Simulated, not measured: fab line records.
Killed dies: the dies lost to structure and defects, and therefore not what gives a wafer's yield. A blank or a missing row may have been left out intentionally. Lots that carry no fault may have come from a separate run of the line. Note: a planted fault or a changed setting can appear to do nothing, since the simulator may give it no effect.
A struck lot beside a sound one | flow nand harc | 13 steps out of a route of 1302
Sound: wafers L604.3, L604.5, L604.6. Wafers L608.2, L608.5, L608.6 were the ones struck. The cause comes at the end.
At each step with rows: each side's tool, then ch and its chambers, then its first start. Under that, the readings that differ: sound wafers | struck wafers | difference of the means | sigmas: that difference in standard deviations of wafers without a fault.
alike: words and numbers the same on both sides, and readings whose means are apart by under 2 such deviations; not compared: readings that were withheld, readings missing a value for some wafer, numbers with overlapping values and no deviation given by the record, and bounds like >300 which may hide the same value.
Wherever a step has rows on one side only, a row that says differs or no value, or a row with sigmas, the two part there. Numbers that don't overlap but have no deviation are shown without sigmas and don't part them. Lack of a reading on every wafer of one side parts them only where that side has two or more wafers.

NHARC_P_M1_DEGAS_29: time 60 s.
  sound on pvd sputter-01, day 10 08:22; struck on pvd sputter-02, day 11 11:34
  alike: heater power w
NHARC_P_M1_PRE_CLEAN_30: time 30 s.
  sound on pvd sputter-01; struck on pvd sputter-02
  alike: heater power w
then, 1 step without rows for these wafers: NHARC_P_M1_PVD_20 (deposits TaN, target thk 5 nm, time 8.06 s).
NHARC_P_M1_PVD_21: deposits Cu, target thk 30 nm, time 20.49 s.
  sound on pvd sputter-01; struck on pvd sputter-02
  alike: throttle valve pct
then, 2 steps without rows for these wafers: NHARC_P_M1_ECD_22 (material Cu, target thk 400 nm); NHARC_P_M1_ANNEAL_31 (time 90 s).
NHARC_P_M1_CMP_23: polishes, t overpolish 20 s, target thk 157.82 nm.
  sound on cmp-02 ch 0,2,3, day 10 09:31; struck on cmp-02 ch 0,2,3, day 11 12:41
  alike: motor current A, time to endpoint s
NHARC_P_M1_THK_MEAS_24: measures by xrf.
  sound on film metro-02, day 10 09:46; struck on film metro-02, day 11 12:56
  alike: thk nm
next, for these wafers, 1 step has no rows: NHARC_P_M1_SRD_25.
NHARC_P_M1_INSPECT_27:
  sound on defect inspect-02, day 10 09:55; struck on defect inspect-01, day 11 13:05
  alike: raw defect count
NHARC_P_M1_PRE_CLEAN_32: time 12 s.
  sound on pecvd-02 ch 0,2, day 10 10:00; struck on pecvd-03 ch 0,1,2, day 11 13:10
  alike: heater power outer w, heater power w
NHARC_P_M1_DEP_33: deposits SiCN, target thk 30 nm.
  sound on pecvd-02 ch 0,2, day 10 10:07; struck on pecvd-03 ch 0,1,2, day 11 13:14
  no value came back on the struck wafers for chamber pressure Torr (Torr), heater power outer w (W), heater power w (W); on the sound wafers chamber pressure Torr (Torr) reads 2.999 3.001 2.985
then, 1 step without rows for these wafers: NHARC_P_M2_DEP_00 (deposits SiOC, target thk 182.5 nm).

WHERE THEY PART
NHARC_P_M1_DEP_33 only, going by this record.

WHY: whatever the simulator had introduced
Whole step skipped at NHARC_P_M1_DEP_33 on pecvd-03, starting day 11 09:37. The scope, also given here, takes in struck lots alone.
